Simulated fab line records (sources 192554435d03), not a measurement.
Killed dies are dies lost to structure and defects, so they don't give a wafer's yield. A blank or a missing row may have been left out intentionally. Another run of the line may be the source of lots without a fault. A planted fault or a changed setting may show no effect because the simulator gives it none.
Chamber matching | flow n5 finfet | N5_BEOL_M10_VIA_ETCH_34 on rie diel-01 has 4 sister chambers
The step etches SiCOH lowk in C4F6/O2, target depth 184.5 nm, time 69.2 s. 14 wafers are shown with their chamber, then 7 later ones without.

== WAFERS WITH THEIR CHAMBER ==
wafer  | chamber | drypump motor current A (A) | throttle valve pct (%) | rf vpp V (V)
L079.1 | 0       | 4.9                         | 21.14                  | 669
L079.3 | 3       | 6.1                         | 20.53                  | 658
L079.5 | 1       | 6.3                         | 20.74                  | 647
L082.1 | 1       | 6.3                         | 20.75                  | 646
L082.4 | 2       | 5.8                         | 20.99                  | 668
L082.5 | 3       | 6.1                         | 20.53                  | 656
L077.1 | 0       | 4.8                         | 21.14                  | 670
L077.3 | 2       | 5.7                         | 20.97                  | 666
L077.6 | 0       | 4.8                         | 21.14                  | 669
L085.2 | 2       | 5.8                         | 21.01                  | 666
L085.3 | 0       | 4.8                         | 21.14                  | 670
L085.5 | 1       | 6.3                         | 20.77                  | 647
L088.1 | 1       | 6.3                         | 20.79                  | 647
L088.2 | 0       | 4.8                         | 21.16                  | 668

SIGNATURES (means of the wafers above)
reading                 | chamber 0 | chamber 1 | chamber 2 | chamber 3 | scatter within a chamber
drypump motor current A | 4.820     | 6.300     | 5.767     | 6.100     | 0.0383
throttle valve pct      | 21.1440   | 20.7625   | 20.9900   | 20.5300   | 0.0161
rf vpp V                | 669.20    | 646.75    | 666.67    | 657.00    | 0.906
Rule: for a wafer and a chamber, the distance is found by dividing, reading by reading, the gap between the wafer's reading and the chamber's mean by the reading's scatter, squaring, summing and taking the root. If the next closest chamber is less than 2 further off than the closest, the wafer can't be placed; otherwise it belongs to the closest. The scatter: the root of (the sum of the squares of (reading less its chamber's mean) over the shown wafers, divided by (wafers less chambers)).

== WAFERS WITH NO CHAMBER GIVEN ==
wafer  | drypump motor current A (A) | throttle valve pct (%) | rf vpp V (V)
L088.3 | 5.8                         | 21.00                  | 666
L092.2 | 6.3                         | 20.78                  | 647
L092.4 | 6.1                         | 20.59                  | 657
L092.6 | 5.8                         | 21.02                  | 665
L097.2 | 5.8                         | 21.04                  | 666
L097.3 | 6.3                         | 20.79                  | 648
L097.6 | 6.3                         | 20.80                  | 648

== EACH ONE'S CHAMBER ==
wafer  | from the rows above | in truth
L088.3 | 2                   | 2
L092.2 | 1                   | 1
L092.4 | 3                   | 3
L092.6 | 2                   | 2
L097.2 | 2                   | 2
L097.3 | 1                   | 1
L097.6 | 1                   | 1
7 of 7 placed correctly. Left unplaced by these rows: 0. 0 placed wrongly.
